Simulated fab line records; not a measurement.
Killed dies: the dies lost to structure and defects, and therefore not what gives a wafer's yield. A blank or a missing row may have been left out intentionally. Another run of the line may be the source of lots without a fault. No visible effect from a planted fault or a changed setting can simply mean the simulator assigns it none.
The same fault as seen by 2 desks + flow nand_harc + each desk has only its own numbers; what lay behind them comes last

METROLOGY DESK
Means of the sampled wafers that have a number, per lot and without regard to the tool the lot ran on: this is what the gauges read. The brackets show how far a lot's mean lies from the usual mean; more than 4 standard deviations puts the lot out of limits, marked OUT.
Columns: A = thk_nm at NHARC_A_SOURCE_PLATE_THK_MEAS_09, usual 9.8 nm; B = thk_nm at NHARC_A_ONON_D1_THK_MEAS_21, usual 999 nm; C = thk_nm at NHARC_A_ONON_D1_THK_MEAS_30, usual 1001 nm
| lot  | first seen here | A    | B    | C              |
|------|-----------------|------|------|----------------|
| L627 | day 7 14:37     | 11.3 | 996  | 998            |
| L628 | day 8 01:38     | 10.4 | 999  | 995            |
| L629 | day 8 13:35     | 9.5  | 987  | 987            |
| L630 | day 8 21:07     | 8.7  | 1006 | 1009           |
| L631 | day 9 10:17     | 10.0 | 999  | 1006           |
| L634 | day 10 08:58    | 10.3 | 998  | 995            |
| L635 | day 11 00:52    | 9.9  | 1005 | 1022           |
| L636 | day 11 05:06    | 10.6 | 1017 | 1003           |
| L639 | day 13 01:47    | 9.8  | 1009 | 988            |
| L641 | day 13 23:37    | 10.1 | 998  | 994            |
| L642 | day 14 04:04    | 10.6 | 988  | 984            |
| L643 | day 14 08:24    | 10.3 | 990  | 1004           |
| L648 | day 16 01:11    | 8.4  | 984  | 1744 (+68) OUT |
| L649 | day 16 17:41    | 10.1 | 1016 | 1756 (+69) OUT |
This desk's verdict: out of limits on L648, L649, starting with L648 at day 17 02:50 (thk_nm at NHARC_A_ONON_D1_THK_MEAS_30). L627, L628, L629, L630, L631, L634, L635, L636, L639, L641, L642, L643 stayed within limits.

THE DEFECT DESK
Inspection counts along the route, by lot: the mean over sampled wafers that carry a number. The brackets show how far a lot's mean lies from the usual mean; more than 4 standard deviations puts the lot out of limits, marked OUT.
Columns: A = raw_defect_count at NHARC_A_ONON_D1_INSPECT_32, usual 73
| lot  | first seen here | A   |
|------|-----------------|-----|
| L627 | day 8 17:29     | 88  |
| L628 | day 9 06:34     | 50  |
| L629 | day 9 21:44     | 46  |
| L630 | day 10 03:51    | 92  |
| L631 | day 10 12:59    | 66  |
| L634 | day 11 15:45    | 79  |
| L636 | day 12 05:48    | 37  |
| L635 | day 12 05:50    | 130 |
| L639 | day 14 08:27    | 52  |
| L641 | day 15 05:22    | 80  |
| L642 | day 15 05:43    | 72  |
| L643 | day 15 12:23    | 78  |
| L648 | day 17 03:22    | 77  |
| L649 | day 17 19:32    | 63  |
This desk found nothing out of limits on any of the 14 lots.

PUT TOGETHER
At day 17 02:50 the metrology desk could have sounded an alarm, on L648, L649.
Nothing out of limits was seen by the defect desk.
The defect desk has L648, L649 on record, within its limits.
Every lot named ran NHARC_A_ONON_D1_DEP_28 on pecvd_onon-04.

WHAT THE SIMULATOR PUT IN
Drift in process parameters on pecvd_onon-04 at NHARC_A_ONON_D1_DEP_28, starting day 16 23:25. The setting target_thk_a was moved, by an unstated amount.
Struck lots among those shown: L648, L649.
Per desk, hours elapsed from the start of the fault to the first reading out of limits: for the metrology desk, 3.
